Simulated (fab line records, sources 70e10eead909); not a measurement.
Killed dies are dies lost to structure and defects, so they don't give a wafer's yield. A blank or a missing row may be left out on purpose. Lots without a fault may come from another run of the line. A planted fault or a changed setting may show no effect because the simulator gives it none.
fab line records | flow nand_harc
record lots=6 wafers=18 last_day=23
route steps=1159 shown P_M1@291 END@1159
lots that met no fault: from a run of the same line without faults
start_h: hours from the record's first day to the start of the lot's first wafer shown | wait_h: hours since the lot's step before | " the same as in the row above | L1.1+2: a row that stands for several wafers | - no value, or no start given | * or withheld: withheld | < > ~ a bound
route shown NAME@n: a module of which the file shows steps, and the number in the route of the first | usual: mean/standard deviation of fault-free wafers | same: alike in all rows | chamber/n: place in a boat | sites: the reading at each site | _std_site: their standard deviation | _edge_site: outer sites' mean less inner sites' | radius_mm: how far each site lies from the wafer's centre | mask NAME#n: copy n | behind: the tool/chamber that last shaped the wafer | hold: why the lot was held/for how many hours/how that ended | device: the transistor (n, p or np) that didn't switch | end of line: the same wafers' tests at the end of the route | a step without rows: its recipe alone | killed: dies lost to structure and defects at the first sort, not the wafer's yield | map: a wafer's dies, x killed, . not, _ none there
set.NAME: the setting as run; set.NAME@STEP: as run at that earlier step | model.NAME: the simulator's own value behind a step, which no gauge read
lots at some steps of the route; a table a step, a row a wafer
services: from which hour (start_h, from the record's first day; less than 0 if before it) a tool's chamber was out of use, for how many hours, and why
## steps
# step NHARC_P_M1_EBR_05
# step NHARC_P_M1_EXPOSE_06
# recipe na=1.35 target_cd_nm=130 dose_mj=81.88 mask_id=P_M1
# step NHARC_P_M1_PEB_07
# recipe peb_temp_c=100 peb_time_s=65
# step NHARC_P_M1_DEVELOP_08
# recipe develop_time_s=35 dev_temp_c=23
# step NHARC_P_M1_CD_MEAS_09
# recipe target_cd_nm=130 landing_energy_ev=500
# usual cd_nm=130.3/0.84
# columns lot.wafer tool chamber start_h wait_h cd_nm
L247.1 cd_sem-02 0 157.53 - 130.0
L247.4 " 0 " " 130.5
L247.6 " 0 " " 129.7
L249.2 cd_sem-03 0 170.42 - 129.6
L249.4 " 0 " " 129.9
L249.6 " 0 " " 129.9
L253.2 cd_sem-03 0 207.28 - 130.3
L253.4 " 0 " " 131.4
L253.5 " 0 " " 130.7
L255.1 cd_sem-03 0 210.07 - 129.2
L255.3 " 0 " " 128.6
L255.6 " 0 " " 128.4
L256.2 cd_sem-02 0 221.97 - 130.5
L256.4 " 0 " " 129.3
L256.5 " 0 " " 130.1
L259.2 cd_sem-01 0 226.00 - 132.7
L259.5 " 0 " " 131.2
L259.6 " 0 " " 131.1
# step NHARC_P_M1_OVL_MEAS_10
# recipe pitch_nm=260
# usual overlay_x_nm=0.1/0.84 overlay_y_nm=0.1/0.75
# columns lot.wafer tool chamber start_h wait_h overlay_x_nm overlay_y_nm
L247.1 overlay-01 - 157.61 - 1.0 -0.9
L247.4 " - " " 0.3 -0.5
L247.6 " - " " 0.2 -1.0
L249.2 overlay-01 - 170.51 - -0.3 1.2
L249.4 " - " " -0.6 0.4
L249.6 " - " " -0.8 0.3
L253.2 overlay-02 - 207.37 - 2.0 0.6
L253.4 " - " " 2.0 1.5
L253.5 " - " " 1.7 1.8
L255.1 overlay-02 - 210.15 - -0.7 1.4
L255.3 " - " " -0.8 1.2
L255.6 " - " " -1.2 1.1
L256.2 overlay-01 - 222.06 - -0.2 0.5
L256.4 " - " " -0.7 0.2
L256.5 " - " " 0.0 0.6
L259.2 overlay-01 - 226.08 - 0.0 0.8
L259.5 " - " " 0.0 1.1
L259.6 " - " " -0.4 1.1
# step NHARC_P_M1_INSPECT_11
# usual raw_defect_count=3.9/2.3
# columns lot.wafer tool chamber start_h wait_h raw_defect_count
L247.1 defect_inspect-01 - 157.65 0.0 8
L247.4 " - " " 6
L247.6 " - " " 5
L249.2 defect_inspect-02 - 170.55 0.0 2
L249.4 " - " " 6
L249.6 " - " " 6
L253.2 defect_inspect-01 - 207.41 0.0 3
L253.4 " - " " 2
L253.5 " - " " 1
L255.1 defect_inspect-02 - 210.19 0.0 5
L255.3 " - " " 1
L255.6 " - " " 3
L256.2 defect_inspect-02 - 222.10 0.0 2
L256.4 " - " " 3
L256.5 " - " " 0
L259.2 defect_inspect-01 - 226.12 0.0 5
L259.5 " - " " 9
L259.6 " - " " 8
# step NHARC_P_M1_DESCUM_14
# recipe time_s=3 o2_flow_sccm=200 ar_flow_sccm=0 bias_power_w=0 chemistry=O2
# usual drypump_motor_current_A=5.7/0.49 oes_product_au=1.006/0.015 rf_vpp_V=57.7/1 showerhead_plenum_p_Torr=1.90/0.07 throttle_valve_pct=11.312/0.0089
# columns lot.wafer tool chamber start_h wait_h drypump_motor_current_A oes_product_au rf_hours_counter_h rf_vpp_V showerhead_plenum_p_Torr throttle_valve_pct
L247.1 rie_diel-12 2 157.71 0.1 5.6 1.010 2.7 58.1 1.82 11.334
L247.4 " 1 " " 6.1 1.019 2.7 58.6 2.06 11.326
L247.6 " 2 " " 5.6 1.014 - 58.3 1.82 11.321
L249.4 rie_diel-12 3 170.61 0.1 5.6 1.040 3.1 59.9 2.00 11.309
L249.2 " 1 " " 6.0 1.008 3.0 59.0 2.06 11.307
L249.6 " 3 " " 5.6 1.031 - 59.7 2.00 11.319
L253.2 rie_diel-05 1 207.47 0.1 6.7 0.982 1.9 56.7 1.91 11.318
L253.4 " 0 " " 6.4 0.996 2.3 58.1 1.89 11.322
L253.5 " 1 " " 6.7 0.985 - 58.8 1.91 11.310
L255.1 rie_diel-11 3 210.25 0.1 5.7 1.007 0.7 55.8 1.89 11.302
L255.3 " 2 " " 6.5 0.964 0.8 56.6 1.88 11.314
L255.6 " 0 " " 5.5 0.996 - 56.9 1.89 11.313
L256.2 rie_diel-12 0 222.17 0.1 5.0 0.994 0.3 59.1 1.93 11.316
L256.4 " 1 " " 6.1 1.026 0.2 57.8 2.06 11.297
L256.5 " 2 " " 5.6 0.995 - 59.0 1.82 11.313
L259.2 rie_diel-11 1 226.20 0.1 5.4 1.009 1.5 58.0 1.82 11.324
L259.6 " 3 " " 5.7 1.026 - 57.4 1.89 11.310
L259.5 " 0 " " 5.4 1.004 - 57.5 1.89 11.318
# step NHARC_P_M1_ETCH_35
# recipe target_depth_a=400 overetch_a=120 time_s=43.94 ion_energy_ev=200 n2_flow_sccm=150 h2_flow_sccm=150 ar_flow_sccm=0 rf_w=400 bias_w=150 chemistry=N2/H2
# usual bias_w=150.0/0.44 drypump_motor_current_A=5.8/0.51 oes_product_au=1.004/0.016 rf_vpp_V=430.2/2.2 run_length_s=65.2/0.41 showerhead_plenum_p_Torr=2.03/0.078 throttle_valve_pct=14.171/0.0083
# columns lot.wafer tool chamber start_h wait_h bias_w drypump_motor_current_A oes_product_au rf_hours_counter_h rf_vpp_V run_length_s showerhead_plenum_p_Torr throttle_valve_pct
L247.4 rie_diel-12 1 157.80 0.1 149.2 6.1 1.018 2.7 433.9 65.6 2.20 14.176
L247.1 " 0 " " 150.1 5.0 1.013 2.7 430.6 65.7 2.06 14.163
L247.6 " 2 " " 150.0 5.6 1.012 - 428.2 64.8 1.94 14.177
L249.4 rie_diel-12 0 170.69 0.1 150.0 5.0 1.012 3.1 432.1 65.2 2.06 14.177
L249.2 " 2 " " 149.9 5.6 1.003 3.1 428.1 65.5 1.94 14.182
L249.6 " 0 " " 150.1 5.0 1.026 - 429.8 65.7 2.06 14.153
L253.4 rie_diel-05 1 207.55 0.1 149.5 6.7 0.981 2.0 430.0 65.6 2.04 14.177
L253.2 " 0 " " 150.3 6.4 0.999 2.3 429.2 64.8 2.02 14.167
L253.5 " 1 " " 149.3 6.7 0.984 - 430.9 66.0 2.04 14.159
L255.3 rie_diel-11 2 210.34 0.1 149.5 6.5 0.962 0.8 429.1 65.5 2.01 14.180
L255.1 " 3 " " 150.1 5.7 1.003 0.7 428.2 65.6 2.02 14.168
L255.6 " 2 " " 149.7 6.5 0.955 - 428.8 65.3 2.01 14.166
L256.4 rie_diel-12 3 222.25 0.1 150.0 5.6 1.012 0.2 433.4 65.0 2.13 14.157
L256.2 " 0 " " 150.3 5.0 0.998 0.3 431.7 64.9 2.06 14.168
L256.5 " 1 " " 150.7 6.0 1.023 - 435.0 65.7 2.20 14.155
L259.2 rie_diel-11 1 226.26 0.1 149.9 5.4 1.001 1.5 427.3 64.7 1.94 14.182
L259.6 " 1 " " 150.3 5.4 1.003 - 428.7 64.7 1.94 14.174
L259.5 " 2 " " 150.2 6.5 0.972 - 428.9 65.2 2.01 14.174
# step NHARC_P_M1_ETCH_15
# recipe target_depth_a=1825 time_s=91.2 c4f8_flow_sccm=withheld ar_flow_sccm=400 rf_w=600 bias_w=300 chemistry=C4F8/Ar
# usual bias_w=299.9/0.88 oes_product_au=0.962/0.023 rf_vpp_V=440.5/2.2 run_length_s=112.4/0.43
# columns lot.wafer tool chamber start_h wait_h bias_w oes_product_au rf_hours_counter_h rf_vpp_V run_length_s
L247.1 rie_diel-12 3 - - 298.7 0.951 2.7 440.9 112.2
L247.4 " 0 " " 299.1 0.950 2.7 442.0 112.1
L247.6 " 2 " " 298.6 0.939 - 439.1 112.1
L249.2 rie_diel-12 3 - - 299.5 0.992 3.1 444.1 112.9
L249.4 " 0 " " 298.6 0.982 3.1 441.2 112.2
L249.6 " 2 " " 299.8 0.984 - 438.7 112.2
L253.4 rie_diel-05 2 - - 299.2 0.962 2.3 440.2 112.4
L253.2 " 0 " " 298.8 0.966 2.3 439.6 111.9
L253.5 " 1 " " 300.9 0.956 - 441.7 113.0
L255.1 rie_diel-11 1 - - 299.8 0.970 1.0 438.7 111.8
L255.3 " 3 " " 298.8 0.980 0.7 439.4 112.8
L255.6 " 0 " " 300.8 0.954 - 441.5 111.7
L256.4 rie_diel-12 3 - - 300.5 0.975 0.3 441.7 112.3
L256.2 " 1 " " 299.8 0.990 0.3 446.2 112.7
L256.5 " 3 " " 300.2 0.977 - 442.4 112.3
L259.2 rie_diel-11 1 - - 299.9 0.964 1.5 437.5 111.5
L259.5 " 1 " " 299.5 0.970 - 437.8 112.2
L259.6 " 2 " " 298.6 0.942 - 440.8 112.6
# step NHARC_P_M1_CD_MEAS_16
# usual cd_nm=130.5/1.1
# columns lot.wafer tool chamber start_h wait_h cd_nm
L247.1 cd_sem-03 - 158.02 - 129.5
L247.4 " - " " 130.4
L247.6 " - " " 128.5
L249.2 cd_sem-02 - 170.92 - 128.8
L249.4 " - " " 129.7
L249.6 " - " " 129.7
L253.2 cd_sem-02 - 207.78 - 131.7
L253.4 " - " " 132.2
L253.5 " - " " 132.3
L255.1 cd_sem-02 - 210.57 - 130.3
L255.3 " - " " 128.9
L255.6 " - " " 129.1
L256.2 cd_sem-01 - 222.46 - 132.0
L256.4 " - " " 129.4
L256.5 " - " " 131.3
L259.2 cd_sem-02 - 226.49 - 135.2
L259.5 " - " " 131.4
L259.6 " - " " 131.5
# step NHARC_P_M1_STRIP_18
# recipe power_w=1000 n2_flow_sccm=150 h2_flow_sccm=150 ar_flow_sccm=0 bias_w=0 chemistry=N2/H2
# usual drypump_motor_current_A=5.8/0.5 oes_product_au=1.003/0.018 rf_vpp_V=90.6/0.97 showerhead_plenum_p_Torr=2.02/0.068 throttle_valve_pct=14.172/0.0088
# same bias_w=0
# columns lot.wafer tool chamber start_h wait_h drypump_motor_current_A oes_product_au rf_hours_counter_h rf_vpp_V showerhead_plenum_p_Torr throttle_valve_pct
L247.4 rie_diel-11 1 158.13 0.1 5.4 1.016 9 89.6 1.94 14.161
L247.1 " 3 " " 5.8 1.032 9 90.1 2.02 14.164
L247.6 " 0 " " 5.5 1.034 - 91.1 2.01 14.169
L249.4 rie_diel-11 1 171.04 0.1 5.5 1.015 9 91.1 1.94 14.189
L249.2 " 2 " " 6.5 0.986 9 92.0 2.01 14.172
L249.6 " 0 " " 5.5 1.015 - 89.6 2.01 14.160
L253.2 rie_diel-11 3 207.88 0.1 5.7 1.009 1 90.1 2.02 14.149
L253.4 " 1 " " 5.4 0.992 1 89.1 1.94 14.165
L253.5 " 3 " " 5.8 1.022 - 91.0 2.02 14.170
L255.1 rie_diel-11 3 210.67 0.1 5.7 1.007 1 90.6 2.02 14.183
L255.3 " 0 " " 5.4 0.989 1 90.9 2.01 14.167
L255.6 " 3 " " 5.8 1.022 - 90.9 2.02 14.172
L256.4 rie_diel-05 1 222.54 0.1 6.7 0.988 3 90.8 2.04 14.162
L256.2 " 0 " " 6.4 1.004 3 91.8 2.02 14.168
L256.5 " 1 " " 6.7 0.989 - 91.3 2.04 14.182
L259.2 rie_diel-05 0 226.58 0.1 6.4 1.000 3 93.3 2.02 14.163
L259.5 " 3 " " 5.1 1.015 - 91.0 1.92 14.167
L259.6 " 0 " " 6.4 1.007 - 89.5 2.02 14.181
# step NHARC_P_M1_ETCH_28
# recipe target_depth_a=300 over_etch_frac=0.3 time_s=72.99 ion_energy_ev=150 cf4_flow_sccm=50 n2_flow_sccm=100 ar_flow_sccm=150 rf_w=300 bias_w=100 chemistry=CF4/N2
# usual bias_w=99.97/0.3 drypump_motor_current_A=5.8/0.49 oes_product_au=1.004/0.016 rf_vpp_V=313.8/1.6 run_length_s=94.1/0.47 showerhead_plenum_p_Torr=2.60/0.083 throttle_valve_pct=19.793/0.0086
# columns lot.wafer tool chamber start_h wait_h bias_w drypump_motor_current_A oes_product_au rf_hours_counter_h rf_vpp_V run_length_s showerhead_plenum_p_Torr throttle_valve_pct
L247.4 rie_diel-11 1 158.35 - 99.74 5.4 1.014 9 311.4 93.6 2.51 19.793
L247.1 " 2 " " 100.10 6.5 0.988 9 314.4 94.6 2.59 19.792
L247.6 " 1 " " 99.91 5.5 1.018 - 311.6 93.3 2.51 19.794
L249.2 rie_diel-11 3 171.23 - 99.84 5.8 1.028 9 313.5 94.6 2.60 19.801
L249.4 " 2 " " 100.10 6.5 0.993 9 314.2 94.3 2.59 19.801
L249.6 " 3 " " 99.76 5.8 1.021 - 312.4 94.7 2.60 19.783
L253.2 rie_diel-11 2 208.10 - - 6.5 0.960 1 313.3 78.8 2.59 19.799
L253.4 " 3 " " - 5.8 1.008 1 314.2 79.0 2.60 19.793
L253.5 " 0 " " - 5.5 0.993 - 313.3 78.2 2.59 19.796
L255.3 rie_diel-11 3 210.88 - - 5.7 1.019 1 314.0 79.0 2.60 19.809
L255.1 " 1 " " - 5.5 0.999 1 313.1 77.9 2.51 19.786
L255.6 " 0 " " - 5.5 0.996 - 313.6 78.2 2.59 19.785
L256.4 rie_diel-05 2 222.78 - 100.05 5.6 1.000 3 313.6 93.9 2.62 19.778
L256.2 " 3 " " 100.13 5.2 1.015 3 311.5 93.9 2.48 19.803
L256.5 " 1 " " 99.99 6.7 0.971 - 314.0 94.5 2.62 19.785
L259.2 rie_diel-05 2 226.81 - 100.12 5.5 1.014 3 314.0 93.8 2.62 19.799
L259.5 " 0 " " 99.94 6.3 1.009 - 314.2 93.7 2.60 19.791
L259.6 " 1 " " 100.12 6.6 0.980 - 313.9 94.7 2.62 19.791
# step NHARC_P_M1_STRIP_19
# recipe time_s=600 temp_c=30 chemistry=post_etch_residue_remover
# step NHARC_END_SORT_01
# recipe temp_c=25
# usual defect_limited_yield=95.0/1.6 killed_at_array=30/10 killed_at_other=0.5/0.82 killed_at_periphery=2.9/2 killed_dies=34/11 killed_open=3.2/1.8 killed_short=2.0/1.4 sort_bin_2_pct=1.5/0.68 sort_bin_3_pct=0.28/0.21 sort_bin_4_pct=3.1/0.97 sort_n_pass=643/11 sort_rim_yield_pct=94.6/2.9 sort_yield_pct=95.0/1.6
# same gross_dies=677 sort_bin_5_pct[%]=0 sort_bin_6_pct[%]=0 sort_bin_7_pct[%]=0 sort_bin_8_pct[%]=0 sort_rim_n_gross=106.00
# columns lot.wafer tool chamber start_h wait_h defect_limited_yield[%] killed_at_array killed_at_other killed_at_periphery killed_dies killed_open killed_short sort_bin_2_pct[%] sort_bin_3_pct[%] sort_bin_4_pct[%] sort_n_pass sort_rim_yield_pct[%] sort_yield_pct[%]
L247.1 prober-01 0 481.84 2.5 94.4 33 2 3 38 6 5 1.5 0.15 4.0 639 93.4 94.4
L247.4 prober-01 0 484.21 3.4 95.3 25 1 6 32 1 4 0.9 0 3.8 645 98.1 95.3
L247.6 prober-01 0 485.80 4.0 97.5 14 0 3 17 1 1 0.6 0.15 1.8 660 98.1 97.5
L249.2 prober-02 0 503.38 2.8 94.7 33 0 3 36 6 0 1.6 0.15 3.5 641 92.5 94.7
L249.4 prober-02 0 504.98 3.4 92.8 44 2 3 49 3 3 2.1 0.59 4.6 628 88.7 92.8
L249.6 prober-02 0 506.59 4.0 93.9 39 0 2 41 5 3 1.9 0.59 3.5 636 94.3 93.9
L253.2 prober-01 0 537.33 2.8 96.8 19 2 1 22 3 3 0.9 0 2.4 655 98.1 96.8
L253.4 prober-01 0 538.92 3.4 96.2 21 4 1 26 4 2 1.3 0 2.5 651 98.1 96.2
L253.5 prober-01 0 539.72 3.7 98.1 12 1 0 13 4 1 0.4 0.15 1.3 664 99.1 98.1
L259.2 prober-01 0 551.64 2.8 97.2 18 0 1 19 2 1 0.6 0 2.2 658 100.0 97.2
L259.5 prober-01 0 554.03 3.7 96.3 18 1 6 25 3 2 1.3 0.30 2.1 652 99.1 96.3
L259.6 prober-01 0 554.83 4.0 96.6 16 1 6 23 4 0 1.2 0.15 2.1 654 93.4 96.6
L256.2 prober-02 0 552.69 2.8 95.0 31 1 2 34 2 1 1.2 0.44 3.4 643 95.3 95.0
L256.4 prober-02 0 554.28 3.4 95.0 33 0 1 34 5 3 0.9 0 4.1 643 96.2 95.0
L256.5 prober-02 0 555.07 3.7 95.4 30 0 1 31 1 3 1.0 0.44 3.1 646 99.1 95.4
L255.1 prober-01 0 558.60 2.5 95.7 28 0 1 29 1 2 1.2 0.30 2.8 648 97.2 95.7
L255.3 prober-01 0 560.17 3.1 95.9 27 0 1 28 2 2 0.9 0 3.2 649 94.3 95.9
L255.6 prober-01 0 562.53 3.9 95.1 30 1 2 33 5 1 1.3 0.30 3.2 644 92.5 95.1
# killed by level:class
L247.1 A_CONTACT:chamber_film_flake=8 A_WL_FILL:chamber_film_flake=6 A_CHANNEL_HOLE_D1:chamber_film_flake=3 A_STAIRCASE:chamber_film_flake=3 A_ONON_D1:geometric_particle:open=2 A_CHANNEL_HOLE_D1:geometric_particle:open=2 A_CHANNEL_FILL_D1:geometric_particle:short=2 A_M0:geometric_particle:open=2
L247.4 A_CONTACT:chamber_film_flake=9 A_CHANNEL_HOLE_D1:chamber_film_flake=5 P_CONTACT:chamber_film_flake=4 A_STAIRCASE:chamber_film_flake=4 A_ONON_D1:geometric_particle:short=2 A_ZERO_WELL:chamber_film_flake=2 A_WL_FILL:chamber_film_flake=2 P_CONTACT:geometric_particle:open=1
L247.6 A_CONTACT:chamber_film_flake=5 A_STAIRCASE:chamber_film_flake=4 A_WL_FILL:chamber_film_flake=3 P_CONTACT:chamber_film_flake=2 P_M0:geometric_particle:short=1 A_CONTACT:geometric_particle:open=1 A_CHANNEL_HOLE_D1:chamber_film_flake=1
L249.2 A_CHANNEL_HOLE_D1:chamber_film_flake=11 A_SLIT:chamber_film_flake=9 A_STAIRCASE:chamber_film_flake=5 A_CONTACT:chamber_film_flake=4 P_GATE:geometric_particle:open=2 P_CONTACT:geometric_particle:open=1 A_CHANNEL_FILL_D1:geometric_particle:open=1 A_SGD_CUT:geometric_particle:open=1
L249.4 A_CHANNEL_HOLE_D1:chamber_film_flake=12 A_SLIT:chamber_film_flake=12 A_CONTACT:chamber_film_flake=8 A_STAIRCASE:chamber_film_flake=6 THIN_TSV:chamber_film_flake=2 P_GATE:geometric_particle:open=1 A_ONON_D1:geometric_particle:short=1 A_WL_FILL:geometric_particle:short=1
L249.6 A_SLIT:chamber_film_flake=12 A_CHANNEL_HOLE_D1:chamber_film_flake=11 A_CONTACT:chamber_film_flake=6 A_CONTACT:geometric_particle:open=2 A_STAIRCASE:chamber_film_flake=2 P_GATE:geometric_particle:open=1 A_ONON_D1:geometric_particle:short=1 A_ONON_D1:geometric_particle:open=1
L253.2 A_CHANNEL_HOLE_D1:chamber_film_flake=5 A_STAIRCASE:chamber_film_flake=4 A_WL_FILL:geometric_particle:short=3 A_CONTACT:geometric_particle:open=2 A_CONTACT:chamber_film_flake=2 THIN_TSV:chamber_film_flake=2 A_CHANNEL_FILL_D1:geometric_particle:open=1 P_GATE:chamber_film_flake=1
L253.4 A_CHANNEL_HOLE_D1:chamber_film_flake=9 THIN_TSV:chamber_film_flake=4 A_STAIRCASE:chamber_film_flake=3 A_CONTACT:geometric_particle:open=2 A_WL_FILL:chamber_film_flake=2 A_CONTACT:chamber_film_flake=2 P_M0:geometric_particle:open=1 A_SLIT:geometric_particle:short=1
L253.5 A_CHANNEL_HOLE_D1:chamber_film_flake=6 A_CHANNEL_FILL_D1:geometric_particle:open=1 A_CONTACT:geometric_particle:open=1 A_BLC:geometric_particle:open=1 A_M0:geometric_particle:open=1 A_M0:geometric_particle:short=1 A_STAIRCASE:chamber_film_flake=1 THIN_TSV:chamber_film_flake=1
L259.2 A_CHANNEL_HOLE_D1:chamber_film_flake=7 A_CONTACT:chamber_film_flake=5 A_STAIRCASE:chamber_film_flake=2 A_CHANNEL_FILL_D1:geometric_particle:short=1 A_CONTACT:geometric_particle:open=1 A_M0:geometric_particle:open=1 P_ZERO_WELL:chamber_film_flake=1 A_ZERO_WELL:chamber_film_flake=1
L256.2 A_SLIT:chamber_film_flake=15 A_CHANNEL_HOLE_D1:chamber_film_flake=6 A_STAIRCASE:chamber_film_flake=3 A_CONTACT:chamber_film_flake=2 A_BLC:chamber_film_flake=2 A_ONON_D1:geometric_particle:open=1 A_CHANNEL_FILL_D1:geometric_particle:short=1 A_BLC:geometric_particle:open=1
L259.5 P_ZERO_WELL:chamber_film_flake=5 A_CHANNEL_HOLE_D1:chamber_film_flake=5 A_CONTACT:chamber_film_flake=5 A_WL_FILL:chamber_film_flake=2 A_CHANNEL_FILL_D1:geometric_particle:short=1 A_CHANNEL_FILL_D1:geometric_particle:open=1 A_CONTACT:geometric_particle:short=1 A_CONTACT:geometric_particle:open=1
L256.4 A_SLIT:chamber_film_flake=11 A_CHANNEL_HOLE_D1:chamber_film_flake=8 A_BLC:chamber_film_flake=5 A_CHANNEL_HOLE_D1:geometric_particle:short=2 A_CONTACT:chamber_film_flake=2 P_GATE:geometric_particle:open=1 A_ONON_D1:geometric_particle:open=1 A_WL_FILL:geometric_particle:short=1
L259.6 A_CHANNEL_HOLE_D1:chamber_film_flake=5 P_ZERO_WELL:chamber_film_flake=4 A_SGD_CUT:chamber_film_flake=4 A_STAIRCASE:chamber_film_flake=3 A_CHANNEL_FILL_D1:geometric_particle:open=2 P_GATE:geometric_particle:open=1 A_BLC:geometric_particle:open=1 P_STI:chamber_film_flake=1
L256.5 A_SLIT:chamber_film_flake=12 A_CHANNEL_HOLE_D1:chamber_film_flake=6 A_BLC:chamber_film_flake=3 A_WL_FILL:geometric_particle:short=2 A_CHANNEL_FILL_D1:chamber_film_flake=2 A_STAIRCASE:chamber_film_flake=2 A_CHANNEL_FILL_D1:geometric_particle:open=1 A_BLC:geometric_particle:short=1
L255.1 A_SLIT:chamber_film_flake=10 A_STAIRCASE:chamber_film_flake=10 A_CHANNEL_HOLE_D1:chamber_film_flake=3 A_CONTACT:chamber_film_flake=3 P_GATE:geometric_particle:short=1 A_CHANNEL_FILL_D1:geometric_particle:short=1 A_CONTACT:geometric_particle:open=1
L255.3 A_SLIT:chamber_film_flake=10 A_CHANNEL_HOLE_D1:chamber_film_flake=8 A_STAIRCASE:chamber_film_flake=4 A_CONTACT:chamber_film_flake=2 P_M0:geometric_particle:open=1 A_SGD_CUT:geometric_particle:short=1 A_WL_FILL:geometric_particle:short=1 A_CONTACT:geometric_particle:open=1
L255.6 A_SLIT:chamber_film_flake=10 A_STAIRCASE:chamber_film_flake=7 A_CHANNEL_HOLE_D1:chamber_film_flake=5 A_WL_FILL:geometric_particle:open=2 A_CONTACT:chamber_film_flake=2 P_CONTACT:geometric_particle:open=1 P_M0:geometric_particle:open=1 A_SOURCE_PLATE:geometric_particle:short=1
## services
# columns tool chamber start_h hours kind
rie_diel-11 0 144.23 - clean
rie_diel-11 1 144.23 - clean
rie_diel-11 2 144.23 - clean
rie_diel-11 3 144.23 - clean
rie_diel-05 - 163.62 9.0 pm
rie_diel-11 0 168.73 - clean
rie_diel-11 1 168.73 - clean
rie_diel-11 2 168.73 - clean
rie_diel-11 3 168.73 - clean
rie_diel-11 - 189.50 9.0 pm
rie_diel-11 0 189.50 9.0 vent_cycle
rie_diel-11 1 189.50 9.0 vent_cycle
rie_diel-11 2 189.50 9.0 vent_cycle
rie_diel-11 3 189.50 9.0 vent_cycle
rie_diel-11 0 198.50 - clean
rie_diel-11 1 198.50 - clean
rie_diel-11 2 198.50 - clean
rie_diel-11 3 198.50 - clean
rie_diel-12 1 201.70 4.7 repair
rie_diel-12 - 202.40 9.0 pm
rie_diel-11 0 223.00 - clean
rie_diel-11 1 223.00 - clean
rie_diel-11 2 223.00 - clean
rie_diel-11 3 223.00 - clean
## key
first_sign step=NHARC_P_M1_ETCH_28 reading=run_length_s direction=down sigmas=33 usual=* struck=*
effect none on later readings
met_at NHARC_P_M1_ETCH_28
struck_wafers L253.2,L253.4,L253.5,L255.1,L255.3,L255.6
onset_between 171.23 208.10
fault kind=process_parameter_drift tool=rie_diel-11 chamber=- onset_h=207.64 steps=NHARC_P_M1_ETCH_28 channel=time_s offset=* shape=step end_h=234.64 acts_in=* stated=*
